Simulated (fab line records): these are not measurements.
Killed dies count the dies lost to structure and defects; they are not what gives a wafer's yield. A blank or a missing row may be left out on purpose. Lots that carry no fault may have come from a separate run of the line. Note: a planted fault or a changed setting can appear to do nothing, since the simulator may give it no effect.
fab line records ; flow n5_finfet
[record] lots = 10; wafers = 27; last_day = 18
route steps=1938 shown BEOL_M3@973 BEOL_M4@1111
lots untouched by any fault: they come from a run of this same line in which no faults occurred
start_h: hours from the record's first day to the start of the lot's first wafer shown ; wait_h: time in hours since the lot's previous step ; " same as the row above ; L1.1+2: one row covering several wafers at once ; - value missing, or start not given ; * or withheld: withheld ; < > ~ a bound
route shown NAME@n: NAME is a module with steps in the file, n the number in the route of the first one ; usual: mean/standard deviation taken from wafers without a fault ; same: alike in all rows ; chamber/n: place in a boat ; sites: readings site by site ; _std_site: how widely they spread, as a standard deviation ; _edge_site: the outer-site mean with the inner-site mean subtracted ; radius_mm: for every site, how far away it sits from the centre of the wafer ; mask NAME#n: copy n ; behind: the most recent tool/chamber to have shaped the wafer ; hold: why the lot went on hold/how many hours it stayed there/how the hold came to an end ; device: whichever transistor did not switch (one of n, p or np) ; end of line: tests of these same wafers at the route's end ; a step without rows: its recipe alone ; killed: dies lost to structure and defects at the first sort, not the wafer's yield ; map: the dies of a wafer, with x for killed, . for not killed, _ for no die there
set.NAME: the run value of the setting; set.NAME@STEP: its run value at that earlier step ; model.NAME: the simulator's own value behind a step, which no gauge read
one table for each step of the route and one row for each wafer, over a sample of lots
services: from which hour (start_h, from the record's first day; less than 0 if before it) a tool's chamber was out of use, for how many hours, and why
[[steps]]
[step N5_BEOL_M3_ETCHBACK_99]
[recipe] chemistry = CHF3; target = SiO2; target_depth_a = 50; time_s = 10.4; source_w = 215; bias_w = 47; Ar_flow_sccm = 200; CHF3_flow_sccm = 12; ion_energy_ev = 100; pressure_mtorr = 30
[usual] drypump_motor_current_A = 5.7/0.44; oes_ar_750_au = 0.79/0.088; oes_product_au = 0.79/0.093; rf_vpp_V = 241/3.6; showerhead_plenum_p_Torr = 2.14/0.074; throttle_valve_pct = 17.13/0.22
lot.wafer;tool;chamber;start_h;wait_h;drypump_motor_current_A;oes_ar_750_au;oes_product_au;rf_hours_counter_h;rf_vpp_V;showerhead_plenum_p_Torr;throttle_valve_pct
L198.2;rie_diel-03;3;181.48;0.8;5.5;0.70;0.71;184;237;2.23;17.11
L198.4;rie_diel-03;0;181.48;0.8;5.9;0.83;0.85;53;251;2.10;16.85
L198.5;rie_diel-03;2;181.48;0.8;6.0;0.77;0.76;-;240;2.06;17.11
L199.1;rie_diel-02;1;186.56;2.3;6.3;0.68;0.67;248;238;2.14;17.27
L199.3;rie_diel-02;2;186.56;2.3;5.9;0.77;0.77;140;242;2.17;17.33
L199.4;rie_diel-02;3;186.56;2.3;4.9;0.74;0.74;-;241;2.03;17.36
L200.1;rie_diel-04;3;194.97;4.2;6.3;0.85;0.85;53;237;2.29;17.13
L200.3;rie_diel-04;0;194.97;4.2;5.5;0.71;0.70;223;239;2.05;17.37
L200.4;rie_diel-04;1;194.97;4.2;5.2;0.67;0.67;241;244;2.23;17.32
L209.2;rie_diel-04;2;233.26;8.5;5.8;0.72;0.72;179;237;2.15;17.17
L209.4;rie_diel-04;2;233.26;8.5;5.8;0.73;0.72;-;234;2.15;17.15
L208.1;rie_diel-02;3;237.66;11.5;4.9;0.73;0.73;221;239;2.03;17.39
L208.3;rie_diel-02;1;237.66;11.5;6.3;0.96;0.98;4;238;2.14;16.83
L211.1;rie_diel-04;1;260.54;8.6;5.2;0.97;0.99;1;245;2.22;16.85
L211.3;rie_diel-04;2;260.54;8.6;5.8;0.72;0.72;188;237;2.15;17.16
L214.2;rie_diel-02;3;263.55;6.2;4.9;0.73;0.72;229;239;2.02;17.41
L214.3;rie_diel-02;2;263.55;6.2;5.8;0.75;0.74;166;241;2.16;17.40
L214.5;rie_diel-02;0;263.55;6.2;5.7;0.92;0.91;-;243;2.19;16.80
L213.2;rie_diel-02;1;267.83;1.2;6.4;0.94;0.95;12;238;2.13;16.86
L213.3;rie_diel-02;2;267.83;1.2;5.8;0.74;0.74;167;244;2.16;17.40
L213.6;rie_diel-02;1;267.83;1.2;6.4;0.93;0.95;-;239;2.13;16.88
L215.1;rie_diel-04;3;270.58;0.4;6.3;0.82;0.83;76;237;2.28;17.14
L215.5;rie_diel-04;3;270.58;0.4;6.3;0.81;0.83;-;238;2.28;17.12
L215.6;rie_diel-04;0;270.58;0.4;5.5;0.70;0.68;-;235;2.04;17.41
L218.2;rie_diel-02;0;303.31;15.2;5.7;0.89;0.89;36;242;2.19;16.80
L218.3;rie_diel-02;3;303.31;15.2;4.9;0.72;0.71;240;240;2.02;17.42
L218.5;rie_diel-02;1;303.31;15.2;6.3;0.91;0.91;-;239;2.13;16.87
[step N5_BEOL_M3_VIA_ETCH_34]
[recipe] chemistry = C4F6/O2; target_depth_a = 694; mask_material = SOC; pressure_mtorr = 15; ion_energy_ev = 250; taper_deg = 4; time_s = 65.9; source_w = 350; bias_w = 170; Ar_flow_sccm = 300; C4F6_flow_sccm = 10; O2_flow_sccm = 10
[usual] drypump_motor_current_A = 5.7/0.44; oes_ar_750_au = 0.79/0.088; oes_product_au = 0.79/0.093; rf_vpp_V = 665/9.7; showerhead_plenum_p_Torr = 2.83/0.095; throttle_valve_pct = 30.88/0.2
lot.wafer;tool;chamber;start_h;wait_h;drypump_motor_current_A;oes_ar_750_au;oes_product_au;rf_hours_counter_h;rf_vpp_V;showerhead_plenum_p_Torr;throttle_valve_pct
L198.2;rie_diel-03;3;181.62;0.0;5.5;0.71;0.71;185;654;2.94;30.62
L198.4;rie_diel-03;0;181.62;0.0;5.9;0.84;0.86;53;690;2.77;30.63
L198.5;rie_diel-03;2;181.62;0.0;6.0;0.77;0.77;-;666;2.72;30.80
L199.1;rie_diel-02;1;186.70;0.0;6.4;0.69;0.67;248;658;2.82;30.99
L199.3;rie_diel-02;2;186.70;0.0;5.9;0.77;0.77;140;669;2.87;31.13
L199.4;rie_diel-02;3;186.70;0.0;4.9;0.75;0.73;-;664;2.69;30.98
L200.1;rie_diel-04;3;195.11;0.0;6.3;0.85;0.84;53;656;3.01;31.10
L200.3;rie_diel-04;0;195.11;0.0;5.5;0.71;0.69;223;657;2.71;31.00
L200.4;rie_diel-04;1;195.11;0.0;5.2;0.67;0.66;241;676;2.94;31.18
L209.2;rie_diel-04;2;233.40;0.0;5.8;0.73;0.72;179;652;2.84;30.80
L209.4;rie_diel-04;2;233.40;0.0;5.8;0.73;0.72;-;652;2.84;30.81
L208.1;rie_diel-02;3;237.80;0.0;4.9;0.73;0.72;221;662;2.68;31.01
L208.3;rie_diel-02;1;237.80;0.0;6.4;0.96;0.96;4;657;2.82;30.86
L211.1;rie_diel-04;1;260.68;0.0;5.2;0.97;0.99;1;678;2.93;30.81
L211.3;rie_diel-04;2;260.68;0.0;5.8;0.72;0.71;189;651;2.83;30.83
L214.2;rie_diel-02;3;263.69;0.0;4.9;0.73;0.72;229;664;2.68;31.02
L214.3;rie_diel-02;2;263.69;0.0;5.8;0.75;0.75;166;668;2.86;31.15
L214.5;rie_diel-02;0;263.69;0.0;5.7;0.92;0.91;-;671;2.89;30.59
L213.2;rie_diel-02;1;267.96;0.0;6.3;0.94;0.94;12;658;2.82;30.84
L213.3;rie_diel-02;2;267.96;0.0;5.9;0.75;0.75;167;669;2.85;31.16
L213.6;rie_diel-02;1;267.96;0.0;6.3;0.94;0.95;-;658;2.82;30.84
L215.1;rie_diel-04;3;270.72;0.0;6.3;0.82;0.82;76;655;3.00;31.14
L215.5;rie_diel-04;3;270.72;0.0;6.3;0.82;0.82;-;654;3.00;31.12
L215.6;rie_diel-04;0;270.72;0.0;5.5;0.70;0.68;-;657;2.70;31.01
L218.2;rie_diel-02;0;303.45;0.0;5.7;0.89;0.88;36;669;2.89;30.59
L218.3;rie_diel-02;3;303.45;0.0;4.9;0.72;0.71;240;663;2.68;31.04
L218.5;rie_diel-02;1;303.45;0.0;6.3;0.91;0.91;-;658;2.81;30.87
[step N5_BEOL_M3_PRE_CLEAN_45]
[recipe] gas = H2/He; time_s = 30; temp_c = 250
[usual] heater_power_w = 343/29
lot.wafer;tool;chamber;start_h;wait_h;heater_power_w
L198.2;pvd_sputter-01;-;182.11;0.0;362
L198.4;pvd_sputter-01;-;182.11;0.0;297
L198.5;pvd_sputter-01;-;182.11;0.0;295
L199.1;pvd_sputter-01;-;187.68;0.0;370
L199.3;pvd_sputter-01;-;187.68;0.0;356
L199.4;pvd_sputter-01;-;187.68;0.0;306
L200.1;pvd_sputter-01;-;195.68;0.0;319
L200.3;pvd_sputter-01;-;195.68;0.0;301
L200.4;pvd_sputter-01;-;195.68;0.0;359
L209.2;pvd_sputter-01;-;234.32;0.0;311
L209.4;pvd_sputter-01;-;234.32;0.0;370
L208.1;pvd_sputter-02;-;238.67;0.0;349
L208.3;pvd_sputter-02;-;238.67;0.0;370
L211.1;pvd_sputter-02;-;261.24;0.0;391
L211.3;pvd_sputter-02;-;261.24;0.0;308
L214.2;pvd_sputter-03;-;264.40;0.0;326
L214.3;pvd_sputter-03;-;264.40;0.0;367
L214.5;pvd_sputter-03;-;264.40;0.0;324
L213.2;pvd_sputter-01;-;268.48;0.0;359
L213.3;pvd_sputter-01;-;268.48;0.0;294
L213.6;pvd_sputter-01;-;268.48;0.0;298
L215.1;pvd_sputter-01;-;272.26;0.0;313
L215.5;pvd_sputter-01;-;272.26;0.0;294
L215.6;pvd_sputter-01;-;272.26;0.0;364
L218.2;pvd_sputter-03;-;304.36;0.0;333
L218.3;pvd_sputter-03;-;304.36;0.0;327
L218.5;pvd_sputter-03;-;304.36;0.0;328
[step N5_BEOL_M3_ALD_84]
[recipe] material = TaN; target_thk_a = *; temp_c = 275; ald_precursor_family = PDMAT; ald_co_reactant = NH3; pressure_torr = 3; carrier_flow_sccm = 1500; pulse_time_s = 2; purge_time_s = 3; co_reactant_purge_time_s = 2; co_reactant_pulse_time_s = 3; ald_cycles = 30; precursor_vessel_temp_c = 75; precursor_vessel_pressure_torr = 26.25; precursor_vessel_carrier_sccm = 1000
[usual] ald_cycles = 30/0; heater_power_w = 411/40; mfc_carrier_sccm = 1500/4.5; precursor_vessel_pressure_torr = 26.25/0.054
lot.wafer;tool;chamber;start_h;wait_h;ald_cycles;heater_power_w;mfc_carrier_sccm;precursor_vessel_pressure_torr
L198.2;ald_metal-01;2;182.17;0.0;30;363;1491;26.21
L198.4;ald_metal-01;0;182.17;0.0;30;404;1494;26.19
L198.5;ald_metal-01;2;182.17;0.0;30;370;1498;26.16
L199.1;ald_metal-04;2;187.86;0.2;30;345;1504;26.29
L199.3;ald_metal-04;3;187.86;0.2;30;459;1497;26.32
L199.4;ald_metal-04;3;187.86;0.2;30;450;1506;26.17
L200.1;ald_metal-01;3;195.76;0.1;30;409;1491;26.20
L200.3;ald_metal-01;0;195.76;0.1;30;399;1499;26.24
L200.4;ald_metal-01;3;195.76;0.1;30;417;1492;26.17
L209.2;ald_metal-01;3;234.40;0.1;31;416;1501;26.22
L209.4;ald_metal-01;0;234.40;0.1;30;403;1508;26.32
L208.1;ald_metal-01;3;238.73;0.0;31;405;1504;26.26
L208.3;ald_metal-01;2;238.73;0.0;30;370;1495;26.32
L211.1;ald_metal-01;3;261.30;0.0;31;417;1505;26.26
L211.3;ald_metal-01;2;261.30;0.0;30;371;1497;26.33
L214.2;ald_metal-03;0;264.46;0.0;30;424;1508;26.19
L214.3;ald_metal-03;3;264.46;0.0;30;438;1498;26.26
L214.5;ald_metal-03;2;264.46;0.0;30;370;1499;26.29
L213.2;ald_metal-04;2;268.55;0.0;30;345;1498;26.25
L213.3;ald_metal-04;0;268.55;0.0;30;467;1493;26.27
L213.6;ald_metal-04;0;268.55;0.0;30;460;1499;26.28
L215.1;ald_metal-03;0;272.32;0.0;30;425;1513;26.25
L215.5;ald_metal-03;0;272.32;0.0;30;417;1503;26.21
L215.6;ald_metal-03;1;272.32;0.0;30;476;1501;26.31
L218.2;ald_metal-03;0;304.42;0.0;30;428;1501;26.22
L218.3;ald_metal-03;2;304.42;0.0;30;366;1511;26.31
L218.5;ald_metal-03;2;304.42;0.0;30;363;1502;26.22
[step N5_BEOL_M4_RC_MEAS_101]
[usual] DIBL_N = 36.0/1.8; DIBL_P = 36.3/2.4; IOFF_N = 0.16/0.035; IOFF_P = 0.21/0.036; ION_N = 673/13; ION_P = 461/7.2; SS_N = 71.4/0.6; SS_P = 73.2/0.7; VT_N = 250/4; VT_P = -250.9/2.9
lot.wafer;tool;chamber;start_h;wait_h;DIBL_N[mV/V];DIBL_P[mV/V];IOFF_N[nA/um];IOFF_P[nA/um];ION_N[uA/um];ION_P[uA/um];SS_N[mV/dec];SS_P[mV/dec];VT_N[mV];VT_P[mV]
L198.2;prober-02;0;195.12;0.2;34.3;33.5;0.16;0.21;678;463;70.8;73.2;246;-247.1
L198.4;prober-02;0;195.12;0.2;34.0;32.9;0.14;0.19;670;459;71.3;72.7;250;-249.6
L198.5;prober-02;0;195.12;0.2;32.7;30.7;0.12;0.16;653;461;71.3;72.2;252;-251.3
L199.1;prober-02;0;202.87;0.0;33.9;34.9;0.13;0.17;674;461;70.4;73.2;254;-250.4
L199.3;prober-02;0;202.87;0.0;37.5;37.1;0.19;0.20;668;455;72.0;73.4;248;-251.0
L199.4;prober-02;0;202.87;0.0;35.4;36.2;0.15;0.19;678;470;71.5;73.2;249;-250.7
L200.1;prober-02;0;218.00;0.0;32.7;32.6;0.10;0.14;643;446;70.0;71.9;259;-257.7
L200.3;prober-02;0;218.00;0.0;34.2;34.1;0.12;0.16;663;453;71.5;72.7;255;-254.1
L200.4;prober-02;0;218.00;0.0;35.7;37.3;0.15;0.20;692;471;71.5;73.3;248;-249.6
L208.1;prober-01;0;250.12;0.0;35.5;34.8;0.15;0.20;685;470;71.1;72.8;250;-249.7
L208.3;prober-01;0;250.12;0.0;33.3;33.1;0.12;0.18;669;456;70.8;72.4;252;-249.3
L209.2;prober-02;0;250.14;0.2;35.4;34.5;0.16;0.22;674;466;71.8;73.3;249;-246.7
L209.4;prober-02;0;250.14;0.2;36.7;35.9;0.19;0.23;676;461;71.8;73.2;248;-249.6
L211.1;prober-01;0;275.95;0.0;35.5;34.3;0.13;0.18;662;454;70.9;72.9;255;-251.6
L211.3;prober-01;0;275.95;0.0;32.1;31.1;0.09;0.13;640;441;70.4;72.0;259;-256.4
L214.2;prober-01;0;281.36;0.2;39.2;40.2;0.21;0.26;685;468;71.6;74.1;246;-249.3
L214.3;prober-01;0;281.36;0.2;34.6;35.4;0.13;0.18;673;462;71.3;73.0;254;-252.8
L214.5;prober-01;0;281.36;0.2;35.4;35.4;0.13;0.19;662;455;71.5;73.3;254;-252.0
L213.2;prober-01;0;286.77;0.2;37.1;38.5;0.16;0.23;678;465;71.7;73.3;251;-248.7
L213.3;prober-01;0;286.77;0.2;35.1;35.2;0.12;0.20;664;463;71.3;72.1;257;-251.2
L213.6;prober-01;0;286.77;0.2;37.7;38.7;0.17;0.24;680;470;71.9;73.4;250;-249.4
L215.1;prober-02;0;286.98;0.0;36.0;35.9;0.15;0.20;675;461;71.1;74.0;252;-250.9
L215.5;prober-02;0;286.98;0.0;33.0;32.7;0.11;0.16;668;459;70.9;73.1;253;-252.0
L215.6;prober-02;0;286.98;0.0;37.4;36.6;0.16;0.21;667;457;71.4;73.7;253;-251.4
L218.2;prober-01;0;318.44;0.2;37.2;37.1;0.16;0.21;673;457;71.4;73.4;250;-252.4
L218.3;prober-01;0;318.44;0.2;37.9;36.6;0.16;0.21;681;461;72.1;74.0;250;-252.9
L218.5;prober-01;0;318.44;0.2;39.3;38.0;0.20;0.25;687;464;72.2;73.7;247;-246.7
[[services]]
tool;chamber;start_h;hours;kind
pvd_sputter-02;-;162.27;23.5;repair
ald_metal-01;1;165.80;31.0;repair
rie_diel-02;0;174.77;-;clean
rie_diel-02;0;174.77;-;consumable_replace:focus_ring
rie_diel-02;0;174.77;19.6;scheduled_down
rie_diel-02;0;174.77;19.6;vent_cycle
rie_diel-04;0;176.83;7.2;repair
ald_metal-04;0;182.77;30.8;repair
ald_metal-03;0;183.65;27.2;repair
ald_metal-04;2;188.80;22.7;repair
rie_diel-02;1;194.32;-;clean
rie_diel-02;1;194.32;-;consumable_replace:focus_ring
rie_diel-02;1;194.32;25.5;scheduled_down
rie_diel-02;1;194.32;25.5;vent_cycle
ald_metal-04;3;197.15;26.5;repair
rie_diel-04;0;204.06;8.8;repair
rie_diel-04;1;225.88;-;clean
rie_diel-04;1;225.88;-;consumable_replace:focus_ring
rie_diel-04;1;225.88;31.8;scheduled_down
rie_diel-04;1;225.88;31.8;vent_cycle
ald_metal-04;0;239.27;-;calibration
rie_diel-02;1;257.11;6.0;repair
rie_diel-04;0;284.54;18.3;repair
rie_diel-02;3;293.80;6.4;repair
[[key]]
[first_sign] step = N5_BEOL_M3_ALD_84; reading = ald_cycles; direction = up; sigmas = 99+; usual = *; struck = *
effect none on later readings
met_at N5_BEOL_M3_ALD_84
struck_lots L208,L209,L211
struck_wafers L208.1,L209.2,L211.1
not_acting_at N5_BEOL_M3_ETCHBACK_99,N5_BEOL_M3_VIA_ETCH_34,N5_BEOL_M3_PRE_CLEAN_45
onset_between 195.76 234.40
[fault] kind = process_parameter_drift; tool = ald_metal-01; chamber = -; onset_h = 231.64; steps = N5_BEOL_M3_ALD_84; channel = ald_cycles; offset = *; shape = step; end_h = 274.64; scope = struck_wafers_only; acts_in = *; stated = *
